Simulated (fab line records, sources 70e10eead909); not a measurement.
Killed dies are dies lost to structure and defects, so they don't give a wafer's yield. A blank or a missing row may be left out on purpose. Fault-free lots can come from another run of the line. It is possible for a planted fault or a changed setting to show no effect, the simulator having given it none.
fab line records	flow nand_harc
[record] lots = 5	wafers = 15	last_day = 34
route steps=1302 shown A_CHANNEL_HOLE_D1@484 A_CHANNEL_FILL_D1@490 END@1302
lots with no fault: from the same line, run without faults
start_h: start of the lot's first displayed wafer, in hours after the record's first day	wait_h: hours since the lot's step before	" same as the row above	L1.1+2: one row covering several wafers at once	- no value, or no start given	* or withheld: withheld	< > ~ a bound
route shown NAME@n: NAME is a module with steps in the file, n the number in the route of the first one	usual: average and standard deviation across the fault-free wafers	same: alike in all rows	chamber/n: place in a boat	sites: the reading at each site	_std_site: how widely they spread, as a standard deviation	_edge_site: outer sites' mean less inner sites'	radius_mm: for every site, how far away it sits from the centre of the wafer	mask NAME#n: copy n	behind: the most recent tool/chamber to have shaped the wafer	hold: what put the lot on hold/how long, in hours/how the hold closed	device: names the non-switching transistor (n, p or np)	end of line: the same wafers' tests at the end of the route	step lacking rows: just its recipe	killed: dies that structure and defects cost at the first sort, which is not the same as the wafer's yield	map: the dies of a wafer, with x for killed, . for not killed, _ for no die there
set.NAME: the setting as run; set.NAME@STEP: as run at that earlier step	model.NAME: the simulator's own value behind a step, which no gauge read
certain route steps with their lots: each step a table, each wafer a row
services: a tool's chamber out of use, with start hour (start_h, from the record's first day; less than 0 if before it), hours out, and reason
[[steps]]
[step NHARC_A_CHANNEL_HOLE_D1_STRIP_27]
[recipe] o2_flow_sccm = 500	ar_flow_sccm = 0	bias_w = 0	chemistry = O2
[usual] drypump_motor_current_A = 5.6/0.39	o2_flow_sccm = 500.2/1.5	oes_product_au = 1.000/0.0076	rf_vpp_V = 57.9/0.94	showerhead_plenum_p_Torr = 3.51/0.16	throttle_valve_pct = 17.036/0.0094
lot.wafer	tool	chamber	start_h	wait_h	drypump_motor_current_A	o2_flow_sccm	oes_product_au	rf_hours_counter_h	rf_vpp_V	showerhead_plenum_p_Torr	throttle_valve_pct
L764.4	rie_diel-05	1	-	-	5.2	501.5	1.003	12	58.4	3.28	17.029
L764.6	"	2	"	"	5.7	499.6	1.018	-	56.8	3.58	17.025
L764.5	"	3	"	"	5.8	502.1	1.002	-	56.9	3.50	17.046
L768.2	rie_diel-05	0	-	-	5.0	501.8	0.994	2	57.6	3.75	17.041
L768.6	"	0	"	"	5.0	498.1	0.995	-	57.9	3.75	17.037
L768.5	"	1	"	"	5.2	500.9	0.990	-	57.8	3.28	17.041
L770.3	rie_diel-05	3	-	-	5.8	498.0	0.995	2	59.1	3.50	17.035
L770.2	"	0	"	"	5.0	502.1	0.994	2	57.2	3.75	17.040
L770.5	"	3	"	"	5.8	500.0	0.993	-	57.4	3.50	17.038
L772.4	rie_diel-05	3	-	-	5.8	500.9	1.006	4	57.2	3.50	17.034
L772.6	"	2	"	"	5.7	498.2	1.002	-	57.9	3.57	17.041
L772.5	"	3	"	"	5.8	501.1	0.995	-	58.1	3.50	17.032
L784.3	rie_diel-06	3	-	-	5.7	501.0	1.007	32	56.7	3.34	17.008
L784.1	"	1	"	"	6.3	500.1	0.994	38	56.5	3.38	17.048
L784.5	"	2	"	"	6.1	499.3	0.991	-	58.6	3.72	17.037
[step NHARC_A_CHANNEL_HOLE_D1_PRECLEAN_28]
[recipe] time_s = *	temp_c = 50	bath_age_min = 0	chemistry = SC1
[step NHARC_A_CHANNEL_HOLE_D1_SRD_29]
[step NHARC_A_CHANNEL_HOLE_D1_CD_MEAS_30]
[usual] cd_nm = 89.8/0.96
lot.wafer	tool	chamber	start_h	wait_h	cd_nm
L764.4	cd_sem-02	-	215.31	-	90.2
L764.5	"	-	"	"	88.7
L764.6	"	-	"	"	89.7
L768.2	cd_sem-02	-	265.21	-	89.6
L768.5	"	-	"	"	90.0
L768.6	"	-	"	"	88.8
L770.2	cd_sem-03	-	276.99	-	89.0
L770.3	"	-	"	"	89.7
L770.5	"	-	"	"	89.3
L772.4	cd_sem-03	-	290.56	-	90.3
L772.5	"	-	"	"	89.6
L772.6	"	-	"	"	91.1
L784.1	cd_sem-02	-	416.77	0.1	89.7
L784.3	"	-	"	"	89.7
L784.5	"	-	"	"	90.3
[step NHARC_A_CHANNEL_HOLE_D1_XSEM_31]
[recipe] landing_energy_ev = 35000
[step NHARC_A_CHANNEL_HOLE_D1_INSPECT_40]
[usual] raw_defect_count = 76/29
lot.wafer	tool	chamber	start_h	wait_h	raw_defect_count
L764.4	defect_inspect-01	-	215.49	-	37
L764.5	"	-	"	"	51
L764.6	"	-	"	"	51
L768.2	defect_inspect-02	-	265.39	-	94
L768.5	"	-	"	"	71
L768.6	"	-	"	"	87
L770.2	defect_inspect-02	-	277.17	-	43
L770.3	"	-	"	"	49
L770.5	"	-	"	"	33
L772.4	defect_inspect-02	-	290.75	-	54
L772.5	"	-	"	"	63
L772.6	"	-	"	"	33
L784.1	defect_inspect-02	-	416.96	-	11
L784.3	"	-	"	"	34
L784.5	"	-	"	"	20
[step NHARC_A_CHANNEL_FILL_D1_PRECLEAN_00]
[recipe] time_s = *	temp_c = 50	bath_age_min = 0	chemistry = SC1
[step NHARC_A_CHANNEL_FILL_D1_SRD_01]
[step NHARC_A_CHANNEL_FILL_D1_ALD_02]
[recipe] target_thk_a = 60	pulse_time_s = 10	ald_cycles = 60	temp_c = 300	material = SiO2
[usual] ald_cycles = 60/0	heater_power_w = 440/56	precursor_pulse_height_rel = 1.000/0.02	susceptor_temp_C = 300.02/0.19
lot.wafer	tool	chamber	start_h	wait_h	ald_cycles	heater_power_w	precursor_pulse_height_rel	susceptor_temp_C
L764.4	ald_hk-04	1	215.90	-	60	489	1.014	299.86
L764.6	"	2	"	"	60	503	1.002	299.90
L764.5	"	3	"	"	60	482	0.978	300.04
L768.2	ald_hk-02	0	265.80	-	60	486	0.982	300.09
L768.6	"	1	"	"	60	353	0.985	300.11
L768.5	"	2	"	"	60	372	1.003	299.85
L770.2	ald_hk-04	0	277.37	-	60	415	1.001	300.10
L770.3	"	1	"	"	60	498	1.033	300.06
L770.5	"	0	"	"	60	419	0.993	299.88
L772.4	ald_hk-02	3	291.01	-	60	400	0.989	299.86
L772.5	"	2	"	"	60	366	1.013	300.31
L772.6	"	3	"	"	60	391	1.036	299.96
L784.3	ald_hk-03	1	417.15	-	60	461	0.944	300.00
L784.1	"	3	"	"	60	441	0.991	299.82
L784.5	"	1	"	"	60	459	0.980	299.84
[step NHARC_A_CHANNEL_FILL_D1_ALD_03]
[recipe] target_thk_a = 60	pulse_time_s = 60	ald_cycles = 58	temp_c = 630	pressure_torr = 2	material = SiNx
[usual] ald_cycles = 58/0	precursor_pulse_height_rel = 1.001/0.021	susceptor_temp_C = 629.98/0.29
lot.wafer	tool	chamber	start_h	wait_h	ald_cycles	precursor_pulse_height_rel	susceptor_temp_C
L764.4	ald_sin_batch-03	0	-	-	58	1.023	630.06
L764.5	"	0	"	"	58	0.998	630.17
L764.6	"	0	"	"	58	1.000	629.97
L768.2	ald_sin_batch-01	0	-	-	58	0.994	629.94
L768.5	"	0	"	"	58	0.960	629.94
L768.6	"	0	"	"	58	0.986	629.80
L770.2	ald_sin_batch-03	0	-	-	58	1.021	630.33
L770.3	"	0	"	"	58	1.006	629.61
L770.5	"	0	"	"	58	0.979	629.93
L772.4	ald_sin_batch-02	0	-	-	58	1.039	629.94
L772.5	"	0	"	"	58	1.007	629.83
L772.6	"	0	"	"	58	0.992	629.94
L784.1	ald_sin_batch-02	0	-	-	58	1.001	630.18
L784.3	"	0	"	"	58	0.993	629.94
L784.5	"	0	"	"	58	0.985	629.69
[step NHARC_A_CHANNEL_FILL_D1_ALD_14]
[recipe] target_thk_a = 25	pulse_time_s = 10	ald_cycles = 25	temp_c = 300	material = SiO2
[usual] ald_cycles = 25/0	heater_power_w = 445/51	precursor_pulse_height_rel = 1.001/0.021	susceptor_temp_C = 300.02/0.19
lot.wafer	tool	chamber	start_h	wait_h	ald_cycles	heater_power_w	precursor_pulse_height_rel	susceptor_temp_C
L764.4	ald_hk-03	2	222.79	0.1	25	451	0.975	299.98
L764.5	"	0	"	"	25	502	1.006	300.05
L764.6	"	1	"	"	25	478	1.000	300.07
L768.2	ald_hk-03	3	272.83	0.3	25	454	0.998	300.01
L768.5	"	0	"	"	25	520	0.995	299.92
L768.6	"	1	"	"	25	462	1.029	299.75
L770.2	ald_hk-02	0	284.88	0.1	25	477	1.000	300.18
L770.3	"	2	"	"	25	356	0.988	299.83
L770.5	"	3	"	"	25	389	1.035	299.97
L772.4	ald_hk-02	0	298.91	0.9	25	473	1.000	300.18
L772.5	"	1	"	"	25	352	0.975	299.91
L772.6	"	2	"	"	25	374	1.002	300.01
L784.3	ald_hk-04	2	424.17	0.0	25	504	1.009	299.95
L784.1	"	0	"	"	25	421	0.997	300.16
L784.5	"	3	"	"	25	492	0.995	299.95
[step NHARC_A_CHANNEL_FILL_D1_ALD_15]
[recipe] target_thk_a = 20	pulse_time_s = 60	ald_cycles = 19	temp_c = 630	pressure_torr = 2	material = SiNx
[usual] ald_cycles = 19/0	precursor_pulse_height_rel = 0.999/0.018	susceptor_temp_C = 630.00/0.28
lot.wafer	tool	chamber	start_h	wait_h	ald_cycles	precursor_pulse_height_rel	susceptor_temp_C
L764.4	ald_sin_batch-02	0	-	-	19	0.958	629.66
L764.5	"	0	"	"	19	0.986	629.84
L764.6	"	0	"	"	19	1.025	629.88
L768.2	ald_sin_batch-01	0	276.35	3.4	19	0.965	-
L768.5	"	0	"	"	19	0.996	-
L768.6	"	0	"	"	19	1.011	-
L770.2	ald_sin_batch-03	0	-	-	19	0.995	629.71
L770.3	"	0	"	"	19	1.007	629.61
L770.5	"	0	"	"	19	1.025	629.54
L772.4	ald_sin_batch-01	0	-	-	19	1.026	630.10
L772.5	"	0	"	"	19	0.996	630.30
L772.6	"	0	"	"	19	0.988	629.97
L784.1	ald_sin_batch-03	0	427.29	2.9	19	0.984	630.13
L784.3	"	0	"	"	19	0.978	629.72
L784.5	"	0	"	"	19	1.001	629.80
[step NHARC_A_CHANNEL_FILL_D1_ALD_16]
[recipe] target_thk_a = 15	pulse_time_s = 10	ald_cycles = 15	temp_c = 300	material = SiO2
[usual] ald_cycles = 15/0	heater_power_w = 446/51	precursor_pulse_height_rel = 0.998/0.02	susceptor_temp_C = 299.99/0.19
lot.wafer	tool	chamber	start_h	wait_h	ald_cycles	heater_power_w	precursor_pulse_height_rel	susceptor_temp_C
L764.4	ald_hk-03	1	227.97	0.1	15	474	0.992	-
L764.6	"	3	"	"	15	449	0.993	-
L764.5	"	0	"	"	15	508	0.988	-
L768.2	ald_hk-04	3	278.55	0.2	15	479	0.963	300.09
L768.5	"	0	"	"	15	424	1.008	300.35
L768.6	"	1	"	"	15	501	0.959	300.00
L770.2	ald_hk-02	0	290.09	0.1	15	465	0.997	299.84
L770.3	"	1	"	"	15	353	1.012	300.06
L770.5	"	3	"	"	15	396	0.998	299.94
L772.4	ald_hk-04	1	306.45	2.5	15	491	1.001	299.97
L772.6	"	0	"	"	15	426	0.953	299.64
L772.5	"	1	"	"	15	495	1.024	300.26
L784.3	ald_hk-02	0	429.36	0.0	21	471	0.987	300.10
L784.1	"	1	"	"	15	363	0.957	300.06
L784.5	"	1	"	"	15	363	0.987	300.10
[step NHARC_A_CHANNEL_FILL_D1_ANNEAL_17]
[recipe] temp_c = 850	time_s = 1800
[step NHARC_END_SORT_01]
[recipe] temp_c = 25
[usual] killed_at_array = 52/19	killed_at_other = 0.8/1	killed_at_periphery = 3.7/2.5	killed_dies = 56/19	killed_open = 3.5/2	killed_short = 2.2/1.4
[same] gross_dies = 677
lot.wafer	tool	chamber	start_h	wait_h	killed_at_array	killed_at_other	killed_at_periphery	killed_dies	killed_open	killed_short
L768.2	prober-01	0	631.42	2.8	60	1	5	66	6	3
L768.5	prober-01	0	633.83	3.7	76	0	1	77	6	2
L768.6	prober-01	0	634.64	4.0	51	1	1	53	3	0
L770.2	prober-02	0	645.27	2.8	28	1	1	30	0	1
L770.3	prober-02	0	646.07	3.1	37	1	0	38	2	0
L770.5	prober-02	0	647.67	3.7	35	0	7	42	3	5
L784.1	prober-02	0	803.85	2.5	31	3	4	38	4	4
L784.3	prober-02	0	805.43	3.1	17	0	3	20	2	3
L784.5	prober-02	0	807.01	3.7	23	1	2	26	4	0
// killed by level:class
L768.2 A_SLIT:chamber_film_flake=27 A_CHANNEL_HOLE_D2:chamber_film_flake=14 A_CONTACT:chamber_film_flake=6 A_ZERO_WELL:chamber_film_flake=4 A_CHANNEL_HOLE_D1:chamber_film_flake=3 A_M1:geometric_particle:open=2 P_CONTACT:geometric_particle:open=1 P_M0:geometric_particle:open=1
L768.5 A_CHANNEL_HOLE_D2:chamber_film_flake=28 A_SLIT:chamber_film_flake=25 A_CHANNEL_HOLE_D1:chamber_film_flake=5 A_CONTACT:chamber_film_flake=4 A_ZERO_WELL:chamber_film_flake=3 A_SOURCE_PLATE:geometric_particle:open=1 A_CHANNEL_FILL_D1:geometric_particle:open=1 A_CHANNEL_FILL_D1:geometric_particle:short=1
L768.6 A_SLIT:chamber_film_flake=27 A_CHANNEL_HOLE_D2:chamber_film_flake=12 A_CHANNEL_HOLE_D1:chamber_film_flake=5 A_CONTACT:chamber_film_flake=3 A_ZERO_WELL:chamber_film_flake=2 P_M1:geometric_particle:open=1 A_CONTACT:geometric_particle:open=1 A_M0:geometric_particle:open=1
L770.2 A_CHANNEL_HOLE_D2:chamber_film_flake=16 A_CHANNEL_HOLE_D1:chamber_film_flake=4 A_STAIRCASE:chamber_film_flake=3 A_SLIT:chamber_film_flake=2 A_DECK1_JOINT:geometric_particle:short=1 P_ZERO_WELL:chamber_film_flake=1 A_ZERO_WELL:chamber_film_flake=1 A_WL_FILL:chamber_film_flake=1
L770.3 A_CHANNEL_HOLE_D2:chamber_film_flake=15 A_CHANNEL_HOLE_D1:chamber_film_flake=8 A_WL_FILL:chamber_film_flake=4 A_CONTACT:chamber_film_flake=4 A_SLIT:chamber_film_flake=2 A_ONON_D1:geometric_particle:open=1 A_M0:geometric_particle:open=1 A_ZERO_WELL:chamber_film_flake=1
L770.5 A_CHANNEL_HOLE_D2:chamber_film_flake=14 A_CHANNEL_HOLE_D1:chamber_film_flake=4 A_WL_FILL:chamber_film_flake=4 A_CONTACT:chamber_film_flake=4 P_ZERO_WELL:chamber_film_flake=3 A_SLIT:chamber_film_flake=2 P_STI:geometric_particle:open=1 P_CONTACT:geometric_particle:short=1
L784.1 A_SLIT:chamber_film_flake=12 A_CONTACT:chamber_film_flake=11 P_GATE:geometric_particle:open=2 A_STAIRCASE:chamber_film_flake=2 A_WL_FILL:chamber_film_flake=2 THIN_TSV:chamber_film_flake=2 P_CONTACT:geometric_particle:short=1 P_CONTACT:geometric_particle:open=1
L784.3 A_CONTACT:chamber_film_flake=4 A_SLIT:chamber_film_flake=4 P_GATE:chamber_film_flake=2 A_WL_FILL:chamber_film_flake=2 P_M0:geometric_particle:open=1 A_SOURCE_PLATE:geometric_particle:short=1 A_CHANNEL_FILL_D2:geometric_particle:open=1 A_SGD_CUT:geometric_particle:short=1
L784.5 A_CONTACT:chamber_film_flake=9 A_SLIT:chamber_film_flake=6 A_CHANNEL_FILL_D1:chamber_film_flake=3 A_WL_FILL:chamber_film_flake=2 P_GATE:geometric_particle:open=1 P_CONTACT:geometric_particle:open=1 A_WL_FILL:geometric_particle:open=1 A_BLC:geometric_particle:open=1
[[services]]
tool	chamber	start_h	hours	kind
ald_hk-04	-	210.50	0.4	repair
ald_hk-03	-	215.74	0.5	repair
rie_diel-05	1	217.61	2.8	repair
rie_diel-05	-	229.66	9.0	pm
rie_diel-05	-	240.70	0.8	repair
ald_hk-02	-	251.49	1.9	repair
ald_hk-04	-	254.33	10.0	pm
rie_diel-06	1	260.18	18.7	repair
rie_diel-06	-	260.32	0.3	repair
ald_sin_batch-02	-	266.00	26.0	pm
rie_diel-06	-	307.20	9.0	pm
ald_hk-02	-	348.50	10.0	pm
ald_hk-02	0	348.50	10.0	vent_cycle
ald_hk-02	1	348.50	10.0	vent_cycle
ald_hk-02	2	348.50	10.0	vent_cycle
ald_hk-02	3	348.50	10.0	vent_cycle
ald_hk-02	0	358.50	-	clean
ald_hk-02	1	358.50	-	clean
ald_hk-02	2	358.50	-	clean
ald_sin_batch-01	-	398.76	37.1	repair
rie_diel-05	-	406.72	9.0	pm
rie_diel-05	-	417.25	0.1	repair
rie_diel-06	0	420.24	6.2	repair
rie_diel-05	0	422.09	2.5	repair
[[key]]
[first_sign] step = NHARC_A_CHANNEL_FILL_D1_ALD_16	reading = ald_cycles	direction = up	sigmas = 99+	usual = 15	struck = 21
effect none on later readings
met_at NHARC_A_CHANNEL_FILL_D1_ALD_16
struck_wafers L784.3
tester_left_out L784
onset_between 290.09 429.36
[fault] kind = process_parameter_drift	tool = ald_hk-02	chamber = 0	onset_h = 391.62	steps = NHARC_A_CHANNEL_FILL_D1_ALD_16	channel = ald_cycles	offset = 6	shape = step	end_h = 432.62	acts_in = these_recipes_only	stated = 15
// tester_left_out: of these lots the tester's yield and bins aren't shown, on N5 and GAA mostly nor the transistor test; their killed dies are dies lost to structure and defects alone, not to doping, threshold or leakage, so they don't give the yield
